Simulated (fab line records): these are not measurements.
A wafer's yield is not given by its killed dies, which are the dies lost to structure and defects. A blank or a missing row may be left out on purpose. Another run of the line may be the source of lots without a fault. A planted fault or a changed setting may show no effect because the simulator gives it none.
Which tool did it?	flow n5Finfet	9 lots, 27 wafers sampled, at 6 steps of a route of 1938

WHAT THE GAUGES READ, wafer by wafer
N5_BEOL_M0_SAQP_THK_MEAS_05. Usual: thkNm at 60.0 nm, with a standard deviation of 0.7.
lot	measured	on	thkNm (nm)	flag
L715	day 5 10:14	filmMetro-01	59.5 59.1 60.8	
L723	day 7 09:17	filmMetro-01	59.2 59.4 60.5	
L724	day 7 18:33	filmMetro-02	59.5 58.9 60.7	
L731	day 9 09:53	filmMetro-02	59.4 58.7 60.2	
L734	day 10 03:04	filmMetro-01	58.9 60.9 60.4	
L735	day 10 08:29	filmMetro-01	59.6 60.8 61.4	
L736	day 10 18:26	filmMetro-02	59.5 60.0 61.1	
L738	day 11 05:39	filmMetro-02	59.3 60.3 60.2	
L737	day 11 08:44	filmMetro-02	60.1 59.9 60.8	

N5_BEOL_M4_RC_MEAS_101. Usual: DIBL_N 36.1 mV/V, standard deviation 1.3; DIBL_P 36.1 mV/V, standard deviation 1.7; IOFF_N 0.154 nA/um, standard deviation 0.022; IOFF_P 0.201 nA/um, standard deviation 0.024; ION_N 675 uA/um, standard deviation 8.9; ION_P 462 uA/um, standard deviation 5.9; SS_N 71.5 mV/dec, standard deviation 0.49; SS_P 73.3 mV/dec, standard deviation 0.58; VT_N 250.0 mV, standard deviation 2.7; VT_P -251.3 mV, standard deviation 2.7.
lot	measured	on	DIBL_N (mV/V)	DIBL_P (mV/V)	IOFF_N (nA/um)	IOFF_P (nA/um)	ION_N (uA/um)	ION_P (uA/um)	SS_N (mV/dec)	SS_P (mV/dec)	VT_N (mV)	VT_P (mV)	flag
L715	day 7 20:01	prober-01	35.6 35.7 35.3	34.7 34.9 34.9	0.148 0.151 0.147	0.194 0.200 0.196	674 688 678	468 470 463	71.6 72.3 72.2	73.1 73.5 72.6	249.6 249.3 247.7	-251.0 -249.6 -250.2	
L723	day 10 11:20	prober-01	35.2 36.0 36.5	35.5 35.5 36.9	0.131 0.134 0.146	0.189 0.192 0.214	672 668 676	461 463 465	71.0 71.3 71.0	73.0 72.4 73.2	251.7 250.1 249.3	-250.1 -248.9 -249.1	
L724	day 10 15:41	prober-02	35.2 35.0 36.8	34.1 35.0 36.7	0.136 0.151 0.176	0.174 0.192 0.218	662 672 679	452 460 462	71.4 71.7 71.6	72.9 73.4 74.1	253.5 252.1 247.8	-250.5 -250.9 -250.6	
L731	day 11 22:54	prober-01	36.7 37.5 35.5	38.5 40.4 37.5	0.165 0.185 0.140	0.205 0.235 0.195	672 682 654	457 459 449	72.0 71.9 71.7	73.8 74.1 73.5	250.8 251.0 254.2	-254.0 -249.4 -251.7	
L734	day 13 01:31	prober-01	35.4 34.2 36.5	35.5 33.2 36.5	0.150 0.120 0.167	0.197 0.163 0.208	676 666 680	465 456 468	71.8 71.3 72.3	72.6 72.9 73.0	249.4 252.3 248.5	-252.2 -252.5 -249.7	
L735	day 13 05:14	prober-02	38.8 38.5 36.1	38.7 38.0 35.9	0.206 0.195 0.144	0.234 0.228 0.182	693 696 675	465 471 458	72.0 71.5 71.0	74.5 74.8 73.2	246.4 247.9 250.5	-251.8 -251.2 -255.0	
L736	day 13 05:51	prober-01	36.3 36.2 37.9	37.0 36.7 38.0	0.169 0.165 0.194	0.199 0.196 0.216	683 672 690	464 453 465	71.6 71.1 71.3	73.0 73.2 73.8	247.2 248.2 245.6	-252.2 -250.7 -248.9	
L738	day 14 10:37	prober-01	35.0 35.0 35.9	35.5 36.1 36.4	0.129 0.136 0.141	0.156 0.168 0.169	667 678 677	456 460 462	71.1 71.8 72.3	73.3 72.9 73.3	251.5 249.9 250.5	-255.6 -253.4 -256.6	
L737	day 14 07:29	prober-02	38.7 37.4 36.1	39.5 38.0 36.4	0.196 0.174 0.147	0.268 0.247 0.211	696 681 670	478 470 464	72.4 72.2 71.9	73.9 73.6 73.0	244.5 245.3 251.1	-245.7 -248.8 -247.4	

WHAT TOOL EACH LOT RAN ON (gives the tool, then ch and the chambers of the sampled wafers, and finally the start)
lot	N5_MOL_CONTACT_COAG_ALD_133	N5_BEOL_M0_SAQP_PECVD_96	N5_BEOL_M0_SAQP_HM_DEP_111	N5_BEOL_M0_SAQP_MANDREL_ETCH_103
L715	aldSin-04 ch 1,2,3, day 5 04:44	pecvd-02 ch 0,1, day 5 10:03	pecvd-04 ch 0,2, day 5 10:16	rieSi-02 ch 0,2, day 5 12:57
L723	aldSin-04 ch 1,2,3, day 7 03:13	pecvd-02 ch 0,1, day 7 09:06	pecvd-04 ch 0,1,2, day 7 09:19	rieSi-05 ch 0,2,3, day 7 11:32
L724	aldSin-03 ch 0,3, day 7 09:46	pecvd-02 ch 0,1, day 7 18:22	pecvd-04 ch 0,1,2, day 7 18:35	rieSi-05 ch 0,2,3, day 7 20:46
L731	aldSin-04 ch 1,2,3, day 9 04:37	pecvd-04 ch 0,1,2, day 9 09:43	pecvd-01 ch 0,1, day 9 09:56	rieSi-02 ch 1,2,3, day 9 13:10
L734	aldSin-04 ch 1,2,3, day 9 20:41	pecvd-01 ch 1,2, day 10 02:49	pecvd-01 ch 1,2, day 10 03:07	rieSi-05 ch 1,2, day 10 05:54
L735	aldSin-01 ch 1,2,3, day 10 03:04	pecvd-01 ch 0,2, day 10 08:18	pecvd-04 ch 0,2, day 10 08:31	rieSi-04 ch 0,1,2, day 10 10:45
L736	aldSin-04 ch 1,2,3, day 10 11:39	pecvd-04 ch 0,1,2, day 10 18:15	pecvd-02 ch 0,1, day 10 18:28	rieSi-04 ch 0,1, day 10 20:53
L738	aldSin-04 ch 2,3, day 10 23:42	pecvd-02 ch 0,2, day 11 05:23	pecvd-02 ch 0,2, day 11 05:41	rieSi-05 ch 1,2,3, day 11 08:14
L737	aldSin-04 ch 0,1, day 11 00:07	pecvd-01 ch 0,1,2, day 11 08:33	pecvd-02 ch 0,2, day 11 08:46	rieSi-02 ch 2,3, day 11 12:29
- N5_MOL_CONTACT_COAG_ALD_133: deposits SiO2, target thk 5 nm, pulse time 1 s, co reactant pulse time 1 s.
- N5_BEOL_M0_SAQP_PECVD_96: deposits a-Si from SiH4/He, target thk 45 nm, time 45.2 s.
- N5_BEOL_M0_SAQP_HM_DEP_111: deposits SiO2 from SiH4/N2O, target thk 12 nm, time 7.2 s.
- N5_BEOL_M0_SAQP_MANDREL_ETCH_103: etches a-Si in HBr/Cl2, stops on SiCN, target depth 45 nm, bt time 10 s, time 27 s.

WHAT THE TOOLS THEMSELVES READ (means of the sampled wafers that have a number; where no wafer has one, the mark that the record gives instead)
N5_MOL_CONTACT_COAG_ALD_133. Usual: chamberPressureTorr 2.000 Torr, standard deviation 0.0042; heaterPowerW 77 W, standard deviation 7.4; precursorPulseHeightRel 0.999, standard deviation 0.023.
lot	tool	chamberPressureTorr (Torr)	heaterPowerW (W)	precursorPulseHeightRel	flag
L715	aldSin-04	1.999	77	0.988	
L723	aldSin-04	1.999	76	1.004	
L724	aldSin-03	1.998	81	1.010	
L731	aldSin-04	2.005	78	0.992	
L734	aldSin-04	2.000	77	0.996	
L735	aldSin-01	2.000	81	1.013	
L736	aldSin-04	2.001	77	1.007	
L738	aldSin-04	1.997	81	1.000	
L737	aldSin-04	2.002	68	1.009	

N5_BEOL_M0_SAQP_PECVD_96. Usual: chamberPressureTorr 3.000 Torr, standard deviation 0.0065; heaterPowerW 576 W, standard deviation 72; runLengthS 81.2 s, standard deviation 0.43; showerheadPlenumPTorr 5.64 Torr, standard deviation 0.055; throttleValvePct 18.3 %, standard deviation 1.1.
lot	tool	chamberPressureTorr (Torr)	heaterPowerW (W)	runLengthS (s)	showerheadPlenumPTorr (Torr)	throttleValvePct (%)	flag
L715	pecvd-02	3.006	638	80.9	5.64	17.8	
L723	pecvd-02	3.006	644	87.2	5.63	17.8	OFF
L724	pecvd-02	3.004	577	87.2	5.66	17.7	OFF
L731	pecvd-04	2.999	550	81.2	5.66	17.9	
L734	pecvd-01	2.999	494	81.4	5.61	19.1	
L735	pecvd-01	2.999	621	81.2	5.56	19.6	
L736	pecvd-04	2.999	571	81.6	5.66	18.1	
L738	pecvd-02	2.998	521	81.2	5.67	18.2	
L737	pecvd-01	2.998	573	81.4	5.59	19.4	

N5_BEOL_M0_SAQP_HM_DEP_111. Usual: chamberPressureTorr 0.7502 Torr, standard deviation 0.0016; heaterPowerW 712 W, standard deviation 92; showerheadPlenumPTorr 8.05 Torr, standard deviation 0.16.
lot	tool	chamberPressureTorr (Torr)	heaterPowerW (W)	showerheadPlenumPTorr (Torr)	flag
L715	pecvd-04	0.7486	720	8.28	
L723	pecvd-04	0.7496	708	8.13	
L724	pecvd-04	0.7512	702	8.12	
L731	pecvd-01	0.7502	752	8.00	
L734	pecvd-01	0.7503	680	7.98	
L735	pecvd-04	0.7498	688	8.25	
L736	pecvd-02	0.7511	815	8.11	
L738	pecvd-02	0.7479	657	8.17	
L737	pecvd-02	0.7506	604	8.16	

N5_BEOL_M0_SAQP_MANDREL_ETCH_103. Usual: drypumpMotorCurrentA 5.6 A, standard deviation 0.4; heBacksideLeakSccm 2.8 sccm, standard deviation 0.3; oesProductAu 0.690 a.u., standard deviation 0.012; throttleValvePct 35.64 %, standard deviation 0.17.
lot	tool	drypumpMotorCurrentA (A)	heBacksideLeakSccm (sccm)	oesProductAu (a.u.)	throttleValvePct (%)	flag
L715	rieSi-02	6.1	2.6	0.688	35.70	
L723	rieSi-05	5.5	2.7	0.750	35.59	OFF
L724	rieSi-05	5.5	2.7	0.741	35.59	OFF
L731	rieSi-02	5.5	2.6	0.690	35.51	
L734	rieSi-05	6.2	3.1	0.688	35.58	
L735	rieSi-04	5.4	2.6	0.681	35.62	
L736	rieSi-04	5.4	2.6	0.694	35.64	
L738	rieSi-05	5.8	2.8	0.692	35.63	
L737	rieSi-02	5.6	2.6	0.704	35.51	

THE ANSWER, worked out from the rows above alone
Rule: a lot is off if the mean of its wafers that have a number lies more than 3 standard deviations from the usual mean. A lot without any number at a reading at which 4 lots or more have one is off too. Where the step has rows for the other lots, those lots are counted as sound. The gauges are gone through in route order, then the tools' own readings, and for those a lot's mean is taken as printed above. At the first step where some lot is off, the reading lying furthest off is the one used; lots without a number count as furthest.
Off: L723, L724 (N5_BEOL_M0_SAQP_PECVD_96, runLengthS).
A tool fits if, at that step or a process step before it, it ran every lot that is off, and no sound lot after the first of them. Not one of the candidates tried fits.

WHAT WAS PUT IN BY THE SIMULATOR
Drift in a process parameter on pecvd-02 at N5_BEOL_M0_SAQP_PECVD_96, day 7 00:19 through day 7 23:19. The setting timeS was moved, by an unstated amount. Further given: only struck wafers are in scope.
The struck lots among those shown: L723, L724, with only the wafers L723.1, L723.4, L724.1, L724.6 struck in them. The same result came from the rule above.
